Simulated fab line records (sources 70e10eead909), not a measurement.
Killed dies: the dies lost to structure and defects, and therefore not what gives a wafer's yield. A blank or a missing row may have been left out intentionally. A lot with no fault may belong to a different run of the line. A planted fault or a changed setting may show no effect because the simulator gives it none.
The tool behind it: which one? -- flow nand harc -- Sampling: 7 lots, 20 wafers, 3 of 1159 route steps

WHAT THE GAUGES READ, wafer by wafer
NHARC_P_CONTACT_CD_MEAS_12: the cd target is 90 nm.
lot,measured,on,cd nm (nm)
L396,day 5 14:07,cd sem-02,90.5 90.9 91.3
L401,day 7 05:01,cd sem-01,89.4 89.7
L410,day 9 12:13,cd sem-01,90.8 90.9 90.4
L412,day 9 22:04,cd sem-03,89.7 89.7 88.9
L414,day 10 03:42,cd sem-03,89.1 90.3 90.7
L416,day 10 21:25,cd sem-01,89.6 89.5 89.4
L418,day 11 18:25,cd sem-02,90.6 90.0 89.9

EACH LOT AND THE TOOL THAT RAN IT (in order: tool; ch and the chambers of the sampled wafers; start)
lot,NHARC_P_GATE_STRIP_95,NHARC_P_CONTACT_SOFTBAKE_07
L396,"plasma asher-02 ch 1, day 5 10:34","litho track-01 ch 0, day 5 13:00"
L401,"plasma asher-02 ch 0, day 7 01:37","litho track-01 ch 0, day 7 04:00"
L410,"plasma asher-02 ch 0,1, day 9 08:31","litho track-01 ch 0, day 9 11:00"
L412,"plasma asher-02 ch 0,1, day 9 18:20","litho track-01 ch 0, day 9 21:00"
L414,"plasma asher-02 ch 0,1, day 10 00:13","litho track-06 ch 0, day 10 03:00"
L416,"plasma asher-02 ch 0,1, day 10 17:49","litho track-01 ch 0, day 10 21:00"
L418,"plasma asher-02 ch 0,1, day 11 14:58","litho track-04 ch 0, day 11 17:00"
- NHARC_P_GATE_STRIP_95: strips in O2.
- NHARC_P_CONTACT_SOFTBAKE_07: time 55 s.

THE ANSWER, worked out from the rows above alone
Rule: usual is defined by the lots themselves. The widest of any qualifying gaps counts: lots, ordered by their means at a reading, are off when they make up no more than a third of the lots, leave a main group of 4 or more, and stand apart from it by 3 or more times the standard deviation of that group's means. If all means in a main group match to the digits the tables above print for the reading, that group is not used. A lot without any number at a reading at which 4 lots or more have one is off too. All remaining lots with rows at the step are treated as sound.
None of the lots is off at any reading shown; this tells nothing.

WHAT THE SIMULATOR HAD PUT IN
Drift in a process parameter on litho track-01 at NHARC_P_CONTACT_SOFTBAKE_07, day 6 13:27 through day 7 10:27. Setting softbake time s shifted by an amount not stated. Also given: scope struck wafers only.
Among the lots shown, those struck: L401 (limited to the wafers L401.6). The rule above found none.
